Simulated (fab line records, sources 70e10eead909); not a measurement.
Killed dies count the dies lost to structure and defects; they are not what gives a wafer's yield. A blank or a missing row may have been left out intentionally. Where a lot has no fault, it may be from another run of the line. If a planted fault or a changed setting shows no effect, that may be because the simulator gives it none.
Code-filled problem report in 8D (eight disciplines) form / flow nand-harc / the parts of the form that need people (team, actions taken, sign-off) are left out

1. WHAT IS WRONG
Mean of plate-temp-C at NHARC_P_M0_PEB_07: 91.86 C across 6 wafers in 2 lots; on wafers with no fault it is 100.01 C (standard deviation 0.12). That is -68 standard deviations from the usual mean.
The step: peb time 65 s.
Earliest sighting: wafer L356.2 on litho-track-01 at day 9 10:22. Wafers with a number at this step in the record: 42, from 14 lots. Rule for "out", or "out of limits": more than 4 standard deviations from the usual mean. Any other wafer with a number is counted as sound.

2. WHAT IT IS; WHAT IT IS NOT
question=which readings at this step | is=plate-temp-C, heater-power-total-W | is not=-
question=which lots | is=L356, L357 | is not=L350, L351, L353, L354, L355, L365, L366, L367, L368, L369, L370, L371
question=which wafers of those lots | is=all that have a number | is not=-
question=read on which tools | is=litho-track-01 | is not=litho-track-04, litho-track-06
question=when | is=from day 9 10:22 | is not=up to then (15 sound wafers); but 21 sound wafers of L365, L366, L367, L368, L369, L370, L371 came after

3. WHAT RULES OUT EACH SUSPECT
Counting: a tool at any process step up to the reading remains a suspect when it ran all the lots that are out and ran no sound lot after the first of those.
- rie-diel-06 at NHARC_P_CONTACT_ETCH_18 (etches the open film in C4F8/O2/Ar, target depth 481 nm, time 240.5 s): ruled out as a lasting fault. Following L356 (day 9 08:04), the first lot on it that is out, the sound lots L365, L367 were run on it. NHARC_P_CONTACT_ETCH_18 gives no start for some lots, so the hours and the order of its lots are those of NHARC_P_CONTACT_DEGAS_38.
- pvd-sputter-01 at NHARC_P_CONTACT_DEGAS_38 (time 60 s): ruled out as a lasting fault. Following L356 (day 9 08:04), the first lot on it that is out, the sound lots L368, L369, L370 were run on it.
- litho-track-01 at NHARC_P_M0_PEB_07 (peb time 65 s): ruled out as a lasting fault. Following L356 (day 9 10:22), the first lot on it that is out, the sound lots L367 were run on it.
Left after counting: nothing in the record.

4. THE CAUSE (what the simulator had put in)
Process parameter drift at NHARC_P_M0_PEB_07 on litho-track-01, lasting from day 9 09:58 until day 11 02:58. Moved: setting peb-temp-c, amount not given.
Counting ruled it out, wrongly.

5. THE EFFECT CHAIN, in route order
One row per reading whose mean, taken over the struck wafers that have a number, lies over 3 standard deviations from the usual. Only readings whose record carries a usual standard deviation are examined. hours: median over the lots of the time between each lot's start at the first step of this table that gives one and its start at this step. sigmas: the change, counted in usual standard deviations.
hours=0; step=NHARC_P_M0_PEB_07; reading=heater-power-total-W; usual=156.7 W; on struck wafers=139.8; change=-16.8; sigmas=-41
hours=0; step=NHARC_P_M0_PEB_07; reading=plate-temp-C; usual=100.01 C; on struck wafers=91.86; change=-8.15; sigmas=-68
The process steps in it:
- NHARC_P_M0_PEB_07: peb time 65 s.

6. HOW IT WOULD HAVE BEEN CAUGHT EARLIER
In this record the first reading out of limits was taken at day 9 10:22, 0 hours after the fault began at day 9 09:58.
